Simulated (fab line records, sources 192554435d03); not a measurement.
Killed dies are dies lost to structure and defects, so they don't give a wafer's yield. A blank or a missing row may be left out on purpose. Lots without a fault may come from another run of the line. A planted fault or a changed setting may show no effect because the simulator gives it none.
One fault seen from 2 desks | flow n5_finfet | each desk has only its own numbers; what lay behind them comes last

THE METROLOGY DESK
What the gauges read, lot by lot, whatever tool the lot ran on: means of the sampled wafers that have a number. A lot is out of limits, marked OUT, if its mean lies more than 4 standard deviations from the usual mean; the brackets give that distance. Of its 13 readings 7 are shown: the one that was out of limits first, and those that lie furthest out on some lot.
Columns: A = cd_nm at N5_SD_EPI_N_CD_MEAS_09, usual 120.1 nm; B = thk_nm at N5_SD_EPI_N_EPI_MEAS_23, usual 58.9 nm; C = DIBL_P at N5_BEOL_M4_RC_MEAS_101, usual 36.2 mV/V; D = IOFF_P at N5_BEOL_M4_RC_MEAS_101, usual 0.21 nA/um; E = SS_P at N5_BEOL_M4_RC_MEAS_101, usual 73.2 mV/dec; F = VT_N at N5_BEOL_M4_RC_MEAS_101, usual 250.2 mV; G = VT_P at N5_BEOL_M4_RC_MEAS_101, usual -251 mV
lot  | first seen here | A     | B              | C    | D    | E    | F     | G
L260 | day 3 11:31     | 120.4 | 58.4           | 35.5 | 0.26 | 73.5 | 250.7 | -243
L261 | day 3 15:37     | 120.1 | 58.5           | 36.8 | 0.23 | 73.6 | 247.7 | -248
L262 | day 3 15:53     | 121.0 | 58.1           | 37.6 | 0.23 | 73.6 | 247.9 | -251
L264 | day 3 23:02     | 120.2 | 59.7           | 37.4 | 0.21 | 73.1 | 249.7 | -248
L263 | day 4 03:03     | 120.6 | 58.2           | 34.3 | 0.18 | 72.9 | 252.4 | -254
L266 | day 4 11:03     | 120.6 | 59.2           | 36.2 | 0.19 | 72.7 | 250.2 | -251
L265 | day 4 12:45     | 120.1 | 57.6           | 38.7 | 0.20 | 73.6 | 249.9 | -251
L267 | day 4 19:12     | 120.3 | 59.8           | 36.4 | 0.19 | 73.0 | 251.7 | -253
L268 | day 5 01:38     | 121.1 | 58.7           | 35.1 | 0.18 | 72.3 | 252.4 | -252
L275 | day 6 23:38     | 120.5 | 20.4 (-35) OUT | 37.0 | 0.25 | 73.9 | 245.8 | -246
L279 | day 7 21:28     | 119.5 | 58.6           | 33.5 | 0.19 | 72.6 | 255.1 | -252
L281 | day 8 07:56     | 120.1 | 58.8           | 37.1 | 0.26 | 73.3 | 247.3 | -243
L282 | day 8 13:17     | 119.8 | 58.0           | 35.9 | 0.24 | 73.4 | 249.6 | -246
This desk's finding: out of limits on L275; first on L275, day 7 05:16 (thk_nm at N5_SD_EPI_N_EPI_MEAS_23). In limits: L260, L261, L262, L264, L263, L266, L265, L267, L268, L279, L281, L282.

THE TOOL OWNER'S DESK: rie_diel-01
The tool's own readings at N5_SD_EPI_N_ETCHBACK_44 (etches SiNx in CH3F/O2, stops on SiO2, target depth 14.5 nm): means of the sampled wafers that have a number, for each lot that ran on this tool. A lot is out of limits, marked OUT, if its mean lies more than 4 standard deviations from the usual mean; the brackets give that distance.
Columns: A = CH3F_flow_sccm at N5_SD_EPI_N_ETCHBACK_44, usual 29.98 sccm; B = drypump_motor_current_A at N5_SD_EPI_N_ETCHBACK_44, usual 5.8 A; C = oes_f_703_au at N5_SD_EPI_N_ETCHBACK_44, usual 0.81 a.u.; D = oes_product_au at N5_SD_EPI_N_ETCHBACK_44, usual 0.68 a.u.; E = rf_vpp_V at N5_SD_EPI_N_ETCHBACK_44, usual 295 V; F = showerhead_plenum_p_Torr at N5_SD_EPI_N_ETCHBACK_44, usual 2.00 Torr; G = throttle_valve_pct at N5_SD_EPI_N_ETCHBACK_44, usual 16.32 %
lot  | first seen here | A     | B   | C    | D    | E   | F    | G
L261 | day 3 17:24     | 29.98 | 5.7 | 0.75 | 0.66 | 300 | 2.03 | 16.40
L266 | day 4 13:25     | 29.99 | 6.3 | 0.83 | 0.71 | 289 | 1.94 | 16.22
L275 | day 7 01:30     | 29.99 | 5.5 | 0.78 | 0.65 | 292 | 1.86 | 16.24
This desk's finding: nothing out of limits on any of the 3 lots.

PUT TOGETHER
The metrology desk could have raised an alarm at day 7 05:16, on L275.
The tool owner's desk saw nothing out of limits.
The tool owner's desk has L275 on record, within its limits.
Of the lots named, all ran N5_SD_EPI_N_ETCHBACK_44 on rie_diel-01.

WHAT THE SIMULATOR HAD PUT IN
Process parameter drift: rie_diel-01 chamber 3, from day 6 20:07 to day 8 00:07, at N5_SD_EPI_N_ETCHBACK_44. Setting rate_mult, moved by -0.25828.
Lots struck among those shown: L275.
Hours from the fault's start to each desk's first reading out of limits: the metrology desk, 9.
